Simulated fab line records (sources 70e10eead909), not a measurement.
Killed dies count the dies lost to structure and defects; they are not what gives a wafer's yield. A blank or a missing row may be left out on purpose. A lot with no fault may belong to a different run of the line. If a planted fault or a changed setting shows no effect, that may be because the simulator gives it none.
Which of the tools did it? / flow nand_harc / 33 wafers from 11 lots sampled at 5 of the route's 1302 steps

WHAT THE GAUGES READ, wafer by wafer
NHARC_END_SORT_01.
lot=L302; measured=day 28 20:01; on=prober-02; defect_limited_yield (%)=89.4 89.2 89.7
lot=L305; measured=day 30 02:14; on=prober-01; defect_limited_yield (%)=87.6 0 86.3
lot=L304; measured=day 30 10:48; on=prober-01; defect_limited_yield (%)=0 88.2 87.6
lot=L306; measured=day 30 20:20; on=prober-02; defect_limited_yield (%)=90.4 0 91.9

WHAT TOOL EACH LOT RAN ON (gives the tool, then ch and the chambers of the sampled wafers, and finally the start)
lot=L294; NHARC_P_BONDPAD_ETCH_37=rie_diel-04 ch 0,3, day 7 18:55; NHARC_P_BONDPAD_ETCH_24=rie_diel-12 ch 2,3, day 7 19:22; NHARC_P_BONDPAD_PVD_17=pvd_sputter-03, day 7 21:29 or earlier; NHARC_P_BONDPAD_ACTIVATE_29=rie_diel-04 ch 0,1,3, day 7 21:29
lot=L295; NHARC_P_BONDPAD_ETCH_37=rie_diel-12 ch 1,2,3, day 8 06:16; NHARC_P_BONDPAD_ETCH_24=rie_diel-04 ch 2,3, day 8 06:44; NHARC_P_BONDPAD_PVD_17=pvd_sputter-02, day 8 08:50 or earlier; NHARC_P_BONDPAD_ACTIVATE_29=rie_diel-04 ch 1,2,3, day 8 08:50
lot=L296; NHARC_P_BONDPAD_ETCH_37=rie_diel-12 ch 1,2, day 8 13:32; NHARC_P_BONDPAD_ETCH_24=rie_diel-12 ch 0,1,2, day 8 13:59; NHARC_P_BONDPAD_PVD_17=pvd_sputter-01, day 8 16:04 or earlier; NHARC_P_BONDPAD_ACTIVATE_29=rie_diel-12 ch 0,1,3, day 8 16:04
lot=L300; NHARC_P_BONDPAD_ETCH_37=rie_diel-04 ch 0,2,3, day 10 21:44; NHARC_P_BONDPAD_ETCH_24=rie_diel-02 ch 0,2,3, day 10 22:11; NHARC_P_BONDPAD_PVD_17=pvd_sputter-01, day 11 00:16 or earlier; NHARC_P_BONDPAD_ACTIVATE_29=rie_diel-04 ch 0,3, day 11 00:16
lot=L302; NHARC_P_BONDPAD_ETCH_37=rie_diel-12 ch 0,1,3, day 11 04:24; NHARC_P_BONDPAD_ETCH_24=rie_diel-12 ch 1,2,3, day 11 04:51; NHARC_P_BONDPAD_PVD_17=pvd_sputter-01, day 11 07:08 or earlier; NHARC_P_BONDPAD_ACTIVATE_29=rie_diel-02 ch 0,1,3, day 11 07:08
lot=L305; NHARC_P_BONDPAD_ETCH_37=rie_diel-12 ch 0,2,3, day 12 13:41; NHARC_P_BONDPAD_ETCH_24=rie_diel-12 ch 0,2,3, day 12 14:08; NHARC_P_BONDPAD_PVD_17=pvd_sputter-03, day 12 16:13 or earlier; NHARC_P_BONDPAD_ACTIVATE_29=rie_diel-02 ch 1,2,3, day 12 16:13
lot=L304; NHARC_P_BONDPAD_ETCH_37=rie_diel-04 ch 0,1, day 12 14:41; NHARC_P_BONDPAD_ETCH_24=rie_diel-12 ch 0,2,3, day 12 15:08; NHARC_P_BONDPAD_PVD_17=pvd_sputter-02, day 12 17:13 or earlier; NHARC_P_BONDPAD_ACTIVATE_29=rie_diel-02 ch 0,1,3, day 12 17:13
lot=L306; NHARC_P_BONDPAD_ETCH_37=rie_diel-12 ch 0,1, day 12 18:28; NHARC_P_BONDPAD_ETCH_24=rie_diel-12 ch 0,1, day 12 18:55; NHARC_P_BONDPAD_PVD_17=pvd_sputter-01, day 12 21:01 or earlier; NHARC_P_BONDPAD_ACTIVATE_29=rie_diel-04 ch 0,1,3, day 12 21:01
lot=L308; NHARC_P_BONDPAD_ETCH_37=rie_diel-12 ch 0,1,3, day 13 12:07; NHARC_P_BONDPAD_ETCH_24=rie_diel-04 ch 0,2,3, day 13 12:35; NHARC_P_BONDPAD_PVD_17=pvd_sputter-03, day 13 14:40 or earlier; NHARC_P_BONDPAD_ACTIVATE_29=rie_diel-04 ch 0,3, day 13 14:40
lot=L313; NHARC_P_BONDPAD_ETCH_37=rie_diel-12 ch 0,1,3, day 15 17:23; NHARC_P_BONDPAD_ETCH_24=rie_diel-04 ch 0,1,3, day 15 17:50; NHARC_P_BONDPAD_PVD_17=pvd_sputter-01, day 15 19:54 or earlier; NHARC_P_BONDPAD_ACTIVATE_29=rie_diel-02 ch 0,1,3, day 15 19:54
lot=L314; NHARC_P_BONDPAD_ETCH_37=rie_diel-12 ch 0,3, day 16 01:16; NHARC_P_BONDPAD_ETCH_24=rie_diel-12 ch 0,1,3, day 16 01:44; NHARC_P_BONDPAD_PVD_17=pvd_sputter-03, day 16 03:49 or earlier; NHARC_P_BONDPAD_ACTIVATE_29=rie_diel-12 ch 0,2, day 16 03:49
- NHARC_P_BONDPAD_ETCH_37: etches the open film in N2/H2, target depth 60 nm, overetch 18 nm, time 65.91 s.
- NHARC_P_BONDPAD_ETCH_24: etches the open film in CF4/N2, target depth 30 nm, time 72.99 s.
- NHARC_P_BONDPAD_PVD_17: deposits TaN, target thk 5 nm, time 8.06 s.
- NHARC_P_BONDPAD_ACTIVATE_29: chemistry N2, time 60 s.

THE ANSWER, worked out from the rows above alone
Rule: usual is defined by the lots themselves. Put in order of their means at a reading, lots are off if they are a third of the lots or fewer, leave a main group of 4 or more, and stand apart from it by a gap of 3 or more times the standard deviation of the main group's means; of several such gaps the widest counts. Not used: any main group whose means are identical at the precision the tables above print for the reading. Also off: a lot with no number at a reading for which 4 or more lots have one. Where the step has rows for the other lots, those lots are counted as sound.
None of the lots is off at any reading shown; this tells nothing.

WHAT HAD BEEN PUT IN BY THE SIMULATOR
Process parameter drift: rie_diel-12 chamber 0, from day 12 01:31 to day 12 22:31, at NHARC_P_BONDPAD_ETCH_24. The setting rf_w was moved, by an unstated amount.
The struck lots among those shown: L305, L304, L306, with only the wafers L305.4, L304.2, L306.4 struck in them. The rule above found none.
